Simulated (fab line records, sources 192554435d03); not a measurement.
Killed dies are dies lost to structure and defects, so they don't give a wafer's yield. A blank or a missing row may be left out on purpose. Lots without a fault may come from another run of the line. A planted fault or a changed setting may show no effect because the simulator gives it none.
fab line records | flow n5_finfet
record lots=7 wafers=39
route steps=1938 shown ZERO_LAYER@11 FIN_SAQP@130 SD_EPI_P@321 MOL_CONTACT_COAG@532 BEOL_M1@792 BEOL_M5@1112 BEOL_M6@1198 BEOL_M8@1344 BEOL_M10@1509 BEOL_M11@1575 MIM_BOT_ETCH@1866 PASSIVATION@1936
start_h: hours from the record's first day to the start of the lot's first wafer shown | wait_h: hours since the lot's step before | " the same as in the row above | L1.1+2: a row that stands for several wafers | - no value, or no start given | * or withheld: withheld | < > ~ a bound
route shown NAME@n: a module of which the file shows steps, and the number in the route of the first | usual: mean/standard deviation of fault-free wafers | same: alike in all rows | chamber/n: place in a boat | sites: the reading at each site | _std_site: their standard deviation | _edge_site: outer sites' mean less inner sites' | radius_mm: how far each site lies from the wafer's centre | mask NAME#n: copy n | behind: the tool/chamber that last shaped the wafer | hold: why the lot was held/for how many hours/how that ended | device: the transistor (n, p or np) that didn't switch | end of line: the same wafers' tests at the end of the route | a step without rows: its recipe alone | killed: dies lost to structure and defects at the first sort, not the wafer's yield | map: a wafer's dies, x killed, . not, _ none there
set.NAME: the setting as run; set.NAME@STEP: as run at that earlier step | model.NAME: the simulator's own value behind a step, which no gauge read
lots whose settings were changed on purpose; a table a step, a row a wafer
## steps
# step N5_ZERO_LAYER_DEVELOP_10
# recipe develop_time_s=60 rinse_liquid=diw dry=air_spin dev_temp_c=21
# step N5_FIN_SAQP_ETCH_65
# recipe chemistry=CF4 target=SiO2 target_depth_a=40 ion_energy_ev=350 time_s=4.4 pressure_mtorr=10 icp_w=800 bias_w=400 cf4_flow_sccm=80
# step N5_SD_EPI_P_EPI_21
# recipe material=SiGe:B dopant=B temp_c=550 pressure_torr=20 ambient=H2 time_s=355
# step N5_MOL_CONTACT_COAG_ETCH_106
# recipe chemistry=N2/H2 target=SOC target_depth_a=800 overetch_a=160 mask_material=SiARC temp_c=40 time_s=120 ion_energy_ev=200 pressure_mtorr=30 source_w=840 bias_w=150 n2_flow_sccm=200 h2_flow_sccm=200
# step N5_BEOL_M1_ALD_98
# recipe material=SiO2 target_thk_a=25 temp_c=100 ald_precursor_family=BDEAS ald_co_reactant=O2-plasma pulse_time_s=1 co_reactant_pulse_time_s=1 purge_time_s=2 co_reactant_purge_time_s=2 ald_cycles=17 pressure_torr=2
# step N5_BEOL_M5_ILD_DEP_00
# recipe material=SiCOH_lowk target_thk_a=1406.4 temp_c=300 precursor=DEMS/porogen pressure_torr=5 rf_w=500 time_s=25.9
# step N5_BEOL_M6_HM_DEP_02
# recipe material=TiN target_thk_a=200 temp_c=25 chamber_pressure_pa=0.49996
# step N5_BEOL_M8_DEVELOP_10
# recipe develop_time_s=30 developer=TMAH resist=CAR-ArF rinse_liquid=diw dry=air_spin dev_temp_c=23
# step N5_BEOL_M10_VIA_ETCH_34
# recipe chemistry=C4F6/O2 target=SiCOH_lowk target_depth_a=1845 mask_material=SOC taper_deg=4 time_s=69.2 ion_energy_ev=250 pressure_mtorr=30 source_w=345 bias_w=185 Ar_flow_sccm=300 C4F6_flow_sccm=10 O2_flow_sccm=10
# step N5_BEOL_M11_VIA_ETCH_34
# step N5_MIM_BOT_ETCH_ETCH_04
# recipe chemistry=CF4/O2 target=SiNx target_depth_a=260 time_s=13 ion_energy_ev=100 pressure_mtorr=40 source_w=535 bias_w=49 Ar_flow_sccm=100 cf4_flow_sccm=100 O2_flow_sccm=10
# step N5_PASSIVATION_PROBE_49
# usual sort_bin_5_function=5.1/1.1
# columns lot.wafer tool chamber start_h wait_h set.develop_time_s@ZERO_LAYER_DEVELOP_10 set.time_s@FIN_SAQP_ETCH_65 set.epi_growth_time_s@SD_EPI_P_EPI_21 set.target_depth_a@MOL_CONTACT_COAG_ETCH_106 set.ald_cycles@BEOL_M1_ALD_98 set.time_s@BEOL_M5_ILD_DEP_00 set.target_thk_a@BEOL_M6_HM_DEP_02 set.develop_time_s@BEOL_M8_DEVELOP_10 set.time_s@BEOL_M10_VIA_ETCH_34 set.time_s@BEOL_M11_VIA_ETCH_34 set.time_s@MIM_BOT_ETCH_ETCH_04 sort_bin_5_function[%]
L076.1 prober-02 - 277.43 0.0 60 4.4 500.3 606.3 17 25.9 200 30 69.2 30.47 13 96.9
L076.2 prober-02 - 277.48 0.1 60 2.014 355 800 17 15.45 200 30 81.5 30.47 13 66.4
L076.3 prober-02 - 277.53 0.1 60 2.014 500.3 800 9 15.45 200 30 81.5 69.2 18.16 4.2
L076.4 prober-02 - 277.58 0.2 60 4.4 355 606.3 17 15.45 200 18.79 69.2 69.2 18.16 19.6
L076.5 prober-02 - 277.63 0.2 60 4.4 355 800 9 25.9 200 18.79 69.2 30.47 18.16 95.9
L076.6 prober-02 - 277.68 0.3 60 2.014 500.3 606.3 9 25.9 200 18.79 81.5 69.2 13 11.0
L077.1 prober-01 - 281.88 0.0 60 6.492 355 800 13 15.73 200 30 83.76 69.2 13 5.3
L077.2 prober-01 - 281.93 0.1 60 4.4 355 800 13 25.9 200 30 83.76 69.2 9.631 2.6
L077.3 prober-01 - 281.98 0.1 60 6.492 355 800 17 15.73 200 21.35 83.76 69.2 9.631 4.9
L077.4 prober-01 - 282.03 0.2 92.67 6.492 355 800 17 25.9 200 30 69.2 69.2 13 5.1
L077.5 prober-01 - 282.08 0.2 92.67 4.4 355 800 13 25.9 200 21.35 69.2 69.2 13 4.7
L077.6 prober-01 - 282.13 0.3 92.67 4.4 355 800 17 15.73 200 21.35 69.2 69.2 9.631 6.2
L079.2 prober-01 - 302.38 0.1 60 4.4 355 800 17 25.9 200 30 69.2 69.2 13 4.3
L079.3 prober-01 - 302.43 0.1 60 4.4 355 800 17 25.9 200 30 69.2 69.2 13 6.0
L079.5 prober-01 - 302.53 0.2 60 4.4 355 800 17 25.9 200 30 69.2 69.2 13 4.4
L080.1 prober-01 - 310.78 0.0 28.17 4.4 355 800 17 25.9 200 30 48.51 30.71 13 95.7
L080.2 prober-01 - 310.83 0.1 60 4.4 440.9 800 17 30.97 200 20.93 69.2 30.71 13 95.7
L080.3 prober-01 - 310.88 0.1 28.17 4.4 355 1155 10 25.9 200 20.93 48.51 69.2 13 95.1
L080.4 prober-01 - 310.93 0.2 60 4.4 355 1155 17 30.97 200 20.93 69.2 69.2 13 6.8
L080.5 prober-01 - 310.98 0.2 60 4.4 440.9 1155 10 25.9 200 30 69.2 30.71 13 97.1
L080.6 prober-01 - 311.03 0.3 28.17 4.4 440.9 800 10 30.97 200 30 48.51 69.2 13 96.9
L082.1 prober-02 - 311.21 0.0 60 2.148 515 800 22 16.26 200 30 69.2 69.2 13 4.7
L082.2 prober-02 - 311.26 0.1 60 4.4 515 800 22 25.9 200 30 42.42 69.2 13 96.7
L082.3 prober-02 - 311.31 0.1 60 4.4 355 800 17 16.26 200 39.78 42.42 87.96 13 72.5
L082.4 prober-02 - 311.36 0.2 60 2.148 355 800 22 16.26 200 39.78 42.42 69.2 13 94.2
L082.5 prober-02 - 311.41 0.2 60 2.148 355 800 17 25.9 200 39.78 69.2 87.96 13 4.6
L082.6 prober-02 - 311.46 0.3 60 4.4 515 800 17 25.9 200 30 69.2 87.96 13 3.1
L083.1 prober-02 - 328.00 0.0 45.46 4.4 450.1 415 9 25.9 200 30 57.65 69.2 10.82 96.1
L083.2 prober-02 - 328.05 0.1 45.46 3.089 450.1 800 9 25.9 294.1 30 57.65 69.2 13 80.5
L083.3 prober-02 - 328.10 0.1 60 3.089 355 415 17 25.9 294.1 16.92 57.65 69.2 13 97.5
L083.4 prober-02 - 328.15 0.2 45.46 4.4 355 415 9 25.9 200 16.92 69.2 69.2 10.82 96.9
L083.5 prober-02 - 328.20 0.2 60 3.089 450.1 800 17 25.9 294.1 30 69.2 69.2 10.82 83.2
L083.6 prober-02 - 328.25 0.3 60 4.4 355 800 17 25.9 200 16.92 69.2 69.2 13 4.2
L097.1 prober-01 - 431.08 0.0 60 4.4 519 800 23 25.9 246.7 30 69.2 69.2 19.1 5.3
L097.2 prober-01 - 431.13 0.1 60 6.35 519 800 17 25.9 200 30 69.2 69.2 19.1 3.9
L097.3 prober-01 - 431.18 0.1 60 6.35 355 800 23 25.9 200 30 41.63 100.5 19.1 95.8
L097.4 prober-01 - 431.23 0.2 60 4.4 519 800 17 25.9 246.7 30 69.2 100.5 13 5.1
L097.5 prober-01 - 431.28 0.2 60 6.35 355 800 23 25.9 200 30 41.63 100.5 13 97.4
L097.6 prober-01 - 431.33 0.3 60 4.4 355 800 17 25.9 246.7 30 41.63 69.2 13 96.6
# killed by level:class
L076.1 MOL_CONTACT_COAG:area_etch=781 BEOL_M11:area_etch=293 BEOL_M2:geometric_particle:open=19 DUMMY_GATE:geometric_particle:open=7 STI_FIN_REVEAL:geometric_particle:open=6 MOL_CONTACT_COAG:geometric_particle:open=6 BEOL_M2:geometric_particle:short=6 BEOL_M1:geometric_particle:open=5
L076.2 BEOL_M11:area_etch=739 BEOL_M5:area_dep=363 MOL_CONTACT_COAG:geometric_particle:open=10 BEOL_M4:geometric_particle:open=7 STI_FIN_REVEAL:geometric_particle:open=6 BEOL_M0:geometric_particle:open=6 GATE_CUT:geometric_particle:open=4 BEOL_M1:geometric_particle:open=4
L076.3 BEOL_M5:area_dep=448 BEOL_M1:area_etchback=55 BEOL_M2:geometric_particle:open=13 MOL_CONTACT_COAG:geometric_particle:open=9 BEOL_M0_SAQP:geometric_particle:short=7 BEOL_M0_SAQP:geometric_particle:open=7 FIN_SAQP:geometric_particle:open=4 GATE_CUT:geometric_particle:short=4
L076.4 BEOL_M5:area_dep=662 MOL_CONTACT_COAG:area_etch=187 BEOL_M2:geometric_particle:open=9 GATE_CUT:geometric_particle:short=7 BEOL_M4:geometric_particle:open=6 STARTING-WAFER:geometric_particle:short=6 DUMMY_GATE:geometric_particle:open=5 ILD0:geometric_particle:short=5
L076.5 BEOL_M11:area_etch=1072 STI_FIN_REVEAL:geometric_particle:open=9 BEOL_M0_SAQP:geometric_particle:short=9 DUMMY_GATE:geometric_particle:open=7 BEOL_M4:geometric_particle:open=7 FIN_SAQP:geometric_particle:open=6 FIN_SAQP:geometric_particle:short=6 MOL_CONTACT_COAG:geometric_particle:open=5
L076.6 MOL_CONTACT_COAG:area_etch=91 BEOL_M1:area_etchback=37 BEOL_M2:geometric_particle:open=8 STARTING-WAFER:geometric_particle:open=6 GATE_CUT:geometric_particle:short=5 BEOL_M1:geometric_particle:open=5 FIN_SAQP:geometric_particle:short=4 DUMMY_GATE:geometric_particle:open=4
L077.1 BEOL_M5:area_dep=124 MOL_CONTACT_COAG:geometric_particle:open=19 BEOL_M1:geometric_particle:open=9 BEOL_M3:geometric_particle:open=8 STI_FIN_REVEAL:geometric_particle:open=6 BEOL_M2:geometric_particle:short=5 STARTING-WAFER:geometric_particle:open=5 BEOL_M0_SAQP:geometric_particle:open=4
L077.2 BEOL_M0_SAQP:geometric_particle:open=6 BEOL_M3:geometric_particle:open=6 MOL_CONTACT_COAG:geometric_particle:open=5 STI_FIN_REVEAL:geometric_particle:open=4 DUMMY_GATE:geometric_particle:open=4 BEOL_M0_SAQP:geometric_particle:short=4 BEOL_M5:geometric_particle:open=3 STARTING-WAFER:geometric_particle:open=3
L077.3 BEOL_M5:area_dep=463 STI_FIN_REVEAL:geometric_particle:open=14 BEOL_M4:geometric_particle:open=10 MOL_CONTACT_COAG:geometric_particle:open=8 BEOL_M2:geometric_particle:open=8 FIN_SAQP:geometric_particle:short=7 BEOL_M0_SAQP:geometric_particle:open=6 BEOL_M0_SAQP:geometric_particle:short=6
L077.4 MOL_CONTACT_COAG:geometric_particle:open=16 STI_FIN_REVEAL:geometric_particle:open=15 BEOL_M4:geometric_particle:open=10 BEOL_M0_SAQP:geometric_particle:open=9 BEOL_M2:geometric_particle:open=8 BEOL_M0_SAQP:geometric_particle:short=7 STI_FIN_REVEAL:geometric_particle:short=5 MOL_CONTACT_COAG:geometric_particle:short=5
L077.5 MOL_CONTACT_COAG:geometric_particle:open=22 STI_FIN_REVEAL:geometric_particle:open=9 BEOL_M2:geometric_particle:open=6 BEOL_M3:geometric_particle:open=6 BEOL_M0_SAQP:geometric_particle:short=5 STARTING-WAFER:geometric_particle:open=5 MOL_CONTACT_COAG:geometric_particle:short=4 BEOL_M0_SAQP:geometric_particle:open=4
L077.6 BEOL_M5:area_dep=114 MOL_CONTACT_COAG:geometric_particle:open=18 BEOL_M0_SAQP:geometric_particle:open=16 BEOL_M0_SAQP:geometric_particle:short=13 STI_FIN_REVEAL:geometric_particle:open=11 BEOL_M2:geometric_particle:open=9 BEOL_M4:geometric_particle:open=8 BEOL_M3:geometric_particle:open=6
L079.2 FIN_SAQP:geometric_particle:short=9 BEOL_M0_SAQP:geometric_particle:short=9 STI_FIN_REVEAL:geometric_particle:open=8 FIN_SAQP:geometric_particle:open=5 BEOL_M0_SAQP:geometric_particle:open=5 GATE_CUT:geometric_particle:short=4 MOL_CONTACT_COAG:geometric_particle:open=4 BEOL_M2:geometric_particle:open=4
L079.3 FIN_SAQP:geometric_particle:open=18 BEOL_M0_SAQP:geometric_particle:open=18 BEOL_M0_SAQP:geometric_particle:short=12 FIN_SAQP:geometric_particle:short=7 MOL_CONTACT_COAG:geometric_particle:open=7 BEOL_M3:geometric_particle:open=6 BEOL_M1:geometric_particle:open=5 BEOL_M2:geometric_particle:open=5
L079.5 STI_FIN_REVEAL:geometric_particle:open=12 FIN_SAQP:geometric_particle:open=6 MOL_CONTACT_COAG:geometric_particle:open=5 BEOL_M0_SAQP:geometric_particle:open=5 BEOL_M3:geometric_particle:open=5 BEOL_M4:geometric_particle:open=5 FIN_SAQP:geometric_particle:short=4 BEOL_M2:geometric_particle:open=4
L080.1 BEOL_M10:area_etch=1052 MOL_CONTACT_COAG:geometric_particle:open=16 FIN_SAQP:geometric_particle:open=15 BEOL_M0_SAQP:geometric_particle:short=11 STI_FIN_REVEAL:geometric_particle:open=9 BEOL_M0_SAQP:geometric_particle:open=9 BEOL_M4:geometric_particle:open=9 BEOL_M3:geometric_particle:open=8
L080.2 BEOL_M11:area_etch=1036 BEOL_M0_SAQP:geometric_particle:open=23 FIN_SAQP:geometric_particle:open=16 FIN_SAQP:geometric_particle:short=14 BEOL_M4:geometric_particle:open=12 BEOL_M0_SAQP:geometric_particle:short=10 DUMMY_GATE:geometric_particle:open=7 BEOL_M1:geometric_particle:open=7
L080.3 BEOL_M10:area_etch=1072 MOL_CONTACT_COAG:geometric_particle:open=9 BEOL_M0_SAQP:geometric_particle:short=9 BEOL_M1:area_etchback=9 BEOL_M0_SAQP:geometric_particle:open=7 BEOL_M4:geometric_particle:open=7 FIN_SAQP:geometric_particle:short=6 BEOL_M2:geometric_particle:open=6
L080.4 STI_FIN_REVEAL:geometric_particle:open=21 BEOL_M2:geometric_particle:open=13 BEOL_M0_SAQP:geometric_particle:open=10 BEOL_M4:geometric_particle:open=10 FIN_SAQP:geometric_particle:short=8 BEOL_M0_SAQP:geometric_particle:short=7 FIN_SAQP:geometric_particle:open=6 BEOL_M0:geometric_particle:short=6
L080.5 BEOL_M11:area_etch=1086 BEOL_M4:geometric_particle:open=14 BEOL_M3:geometric_particle:open=10 FIN_SAQP:geometric_particle:open=9 FIN_SAQP:geometric_particle:short=8 STARTING-WAFER:geometric_particle:short=6 BEOL_M2:geometric_particle:open=5 STI_FIN_REVEAL:geometric_particle:open=4
L080.6 BEOL_M10:area_etch=1093 BEOL_M3:geometric_particle:open=12 FIN_SAQP:geometric_particle:open=7 MOL_CONTACT_COAG:geometric_particle:open=7 BEOL_M4:geometric_particle:open=7 BEOL_M0_SAQP:geometric_particle:open=6 BEOL_M2:geometric_particle:open=5 FIN_SAQP:geometric_particle:short=4
L082.1 BEOL_M5:area_dep=217 BEOL_M4:geometric_particle:open=19 MOL_CONTACT_COAG:geometric_particle:open=11 BEOL_M0_SAQP:geometric_particle:short=7 STI_FIN_REVEAL:geometric_particle:open=5 GATE_CUT:geometric_particle:short=4 BEOL_M0_SAQP:geometric_particle:open=4 STARTING-WAFER:geometric_particle:short=4
L082.2 BEOL_M10:area_etch=1083 BEOL_M4:geometric_particle:open=10 BEOL_M0_SAQP:geometric_particle:open=9 FIN_SAQP:geometric_particle:open=7 MOL_CONTACT_COAG:geometric_particle:open=6 BEOL_M5:geometric_particle:open=6 BEOL_M0_SAQP:geometric_particle:short=5 BEOL_M0:geometric_particle:open=5
L082.3 BEOL_M10:area_etch=805 BEOL_M5:area_dep=278 STI_FIN_REVEAL:geometric_particle:open=8 MOL_CONTACT_COAG:geometric_particle:open=8 BEOL_M0_SAQP:geometric_particle:open=7 FIN_SAQP:geometric_particle:short=5 BEOL_M0_SAQP:geometric_particle:short=5 BEOL_M1:geometric_particle:open=5
L082.4 BEOL_M10:area_etch=1056 BEOL_M0_SAQP:geometric_particle:short=24 BEOL_M0_SAQP:geometric_particle:open=18 BEOL_M5:area_dep=12 MOL_CONTACT_COAG:geometric_particle:open=10 BEOL_M4:geometric_particle:open=7 STI_FIN_REVEAL:geometric_particle:open=5 DUMMY_GATE:geometric_particle:open=5
L082.5 MOL_CONTACT_COAG:geometric_particle:open=10 BEOL_M0_SAQP:geometric_particle:open=8 STI_FIN_REVEAL:geometric_particle:open=7 BEOL_M0_SAQP:geometric_particle:short=7 BEOL_M4:geometric_particle:open=6 STARTING-WAFER:geometric_particle:short=6 DUMMY_GATE:geometric_particle:open=4 MOL_CONTACT_COAG:geometric_particle:short=3
L082.6 BEOL_M0_SAQP:geometric_particle:open=7 BEOL_M4:geometric_particle:open=6 MOL_CONTACT_COAG:geometric_particle:open=5 FIN_SAQP:geometric_particle:open=4 BEOL_M0_SAQP:geometric_particle:short=4 STI_FIN_REVEAL:geometric_particle:open=3 GATE_CUT:geometric_particle:short=3 BEOL_M7:geometric_particle:open=3
L083.1 MOL_CONTACT_COAG:area_etch=1077 FIN_SAQP:geometric_particle:short=15 BEOL_M2:geometric_particle:open=12 STI_FIN_REVEAL:geometric_particle:open=10 BEOL_M1:geometric_particle:open=9 BEOL_M3:geometric_particle:open=8 GATE_CUT:geometric_particle:open=6 MOL_CONTACT_COAG:geometric_particle:open=6
L083.2 BEOL_M6:area_open=884 BEOL_M10:area_etch=17 FIN_SAQP:geometric_particle:open=12 BEOL_M1:area_etchback=12 STI_FIN_REVEAL:geometric_particle:open=10 BEOL_M1:geometric_particle:open=9 FIN_SAQP:geometric_particle:short=8 MOL_CONTACT_COAG:geometric_particle:open=6
L083.3 MOL_CONTACT_COAG:area_etch=1079 STI_FIN_REVEAL:geometric_particle:open=17 DUMMY_GATE:geometric_particle:open=9 BEOL_M1:geometric_particle:open=8 MOL_CONTACT_COAG:geometric_particle:open=6 BEOL_M2:geometric_particle:open=6 STI_FIN_REVEAL:geometric_particle:short=5 BEOL_M0_SAQP:geometric_particle:short=4
L083.4 MOL_CONTACT_COAG:area_etch=1096 STI_FIN_REVEAL:geometric_particle:open=11 MOL_CONTACT_COAG:geometric_particle:open=9 BEOL_M0_SAQP:geometric_particle:open=8 GATE_CUT:geometric_particle:short=7 BEOL_M2:geometric_particle:open=7 FIN_SAQP:geometric_particle:short=4 BEOL_M1:geometric_particle:open=4
L083.5 BEOL_M6:area_open=921 MOL_CONTACT_COAG:geometric_particle:open=14 FIN_SAQP:geometric_particle:short=12 STI_FIN_REVEAL:geometric_particle:open=11 FIN_SAQP:geometric_particle:open=10 BEOL_M4:geometric_particle:open=6 BEOL_M1:geometric_particle:open=6 BEOL_M2:geometric_particle:open=6
L083.6 BEOL_M0_SAQP:geometric_particle:open=9 MOL_CONTACT_COAG:geometric_particle:open=8 BEOL_M0_SAQP:geometric_particle:short=8 FIN_SAQP:geometric_particle:open=6 STI_FIN_REVEAL:geometric_particle:open=5 MOL_CONTACT_COAG:geometric_particle:short=5 BEOL_M2:geometric_particle:open=5 BEOL_M4:geometric_particle:open=5
L097.1 BEOL_M0_SAQP:geometric_particle:short=10 BEOL_M0_SAQP:geometric_particle:open=10 MOL_CONTACT_COAG:geometric_particle:open=9 BEOL_M1:area_etchback=9 FIN_SAQP:geometric_particle:short=8 BEOL_M3:geometric_particle:open=7 FIN_SAQP:geometric_particle:open=5 ILD0:geometric_particle:short=4
L097.2 BEOL_M3:geometric_particle:open=11 BEOL_M0_SAQP:geometric_particle:short=8 FIN_SAQP:geometric_particle:short=6 BEOL_M0_SAQP:geometric_particle:open=6 STI_FIN_REVEAL:geometric_particle:open=5 BEOL_M1:geometric_particle:open=5 BEOL_M4:geometric_particle:open=5 FIN_SAQP:geometric_particle:open=4
L097.3 BEOL_M10:area_etch=1057 BEOL_M0_SAQP:geometric_particle:open=16 BEOL_M0_SAQP:geometric_particle:short=11 STI_FIN_REVEAL:geometric_particle:open=10 MOL_CONTACT_COAG:geometric_particle:open=7 BEOL_M4:geometric_particle:open=7 GATE_CUT:geometric_particle:short=6 BEOL_M1:area_etchback=6
L097.4 BEOL_M0_SAQP:geometric_particle:short=15 MOL_CONTACT_COAG:geometric_particle:open=10 BEOL_M0_SAQP:geometric_particle:open=10 HKMG_FIN:area_etch=7 BEOL_M4:geometric_particle:open=6 FIN_SAQP:geometric_particle:short=5 BEOL_M3:geometric_particle:open=5 ILD0:geometric_particle:short=4
L097.5 BEOL_M10:area_etch=1083 MOL_CONTACT_COAG:geometric_particle:open=13 BEOL_M4:geometric_particle:open=12 BEOL_M0_SAQP:geometric_particle:short=11 MOL_CONTACT_COAG:geometric_particle:short=9 BEOL_M0_SAQP:geometric_particle:open=6 BEOL_M3:geometric_particle:open=5 GATE_CUT:geometric_particle:open=4
L097.6 BEOL_M10:area_etch=1083 BEOL_M0_SAQP:geometric_particle:open=14 MOL_CONTACT_COAG:geometric_particle:open=10 BEOL_M0_SAQP:geometric_particle:short=10 GATE_CUT:geometric_particle:short=8 BEOL_M3:geometric_particle:open=7 MOL_CONTACT_COAG:geometric_particle:short=4 DUMMY_GATE:geometric_particle:open=3
## key
split step=N5_ZERO_LAYER_DEVELOP_10 setting=develop_time_s stated_as=60
response none clear
split step=N5_FIN_SAQP_ETCH_65 setting=time_s stated_as=4.4
response none clear
split step=N5_SD_EPI_P_EPI_21 setting=epi_growth_time_s stated_as=355
response none clear
split step=N5_MOL_CONTACT_COAG_ETCH_106 setting=target_depth_a stated_as=800
response none clear
split step=N5_BEOL_M1_ALD_98 setting=ald_cycles stated_as=17
response none clear
split step=N5_BEOL_M5_ILD_DEP_00 setting=time_s stated_as=25.9
response none clear
split step=N5_BEOL_M6_HM_DEP_02 setting=target_thk_a stated_as=200
response none clear
split step=N5_BEOL_M8_DEVELOP_10 setting=develop_time_s stated_as=30
response none clear
split step=N5_BEOL_M10_VIA_ETCH_34 setting=time_s stated_as=69.2
response step=N5_PASSIVATION_PROBE_49 reading=sort_bin_5_function slope=-1.59 per=1% together_with=all explained=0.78
split step=N5_BEOL_M11_VIA_ETCH_34 setting=time_s stated_as=69.2
response none clear
split step=N5_MIM_BOT_ETCH_ETCH_04 setting=time_s stated_as=13
response none clear
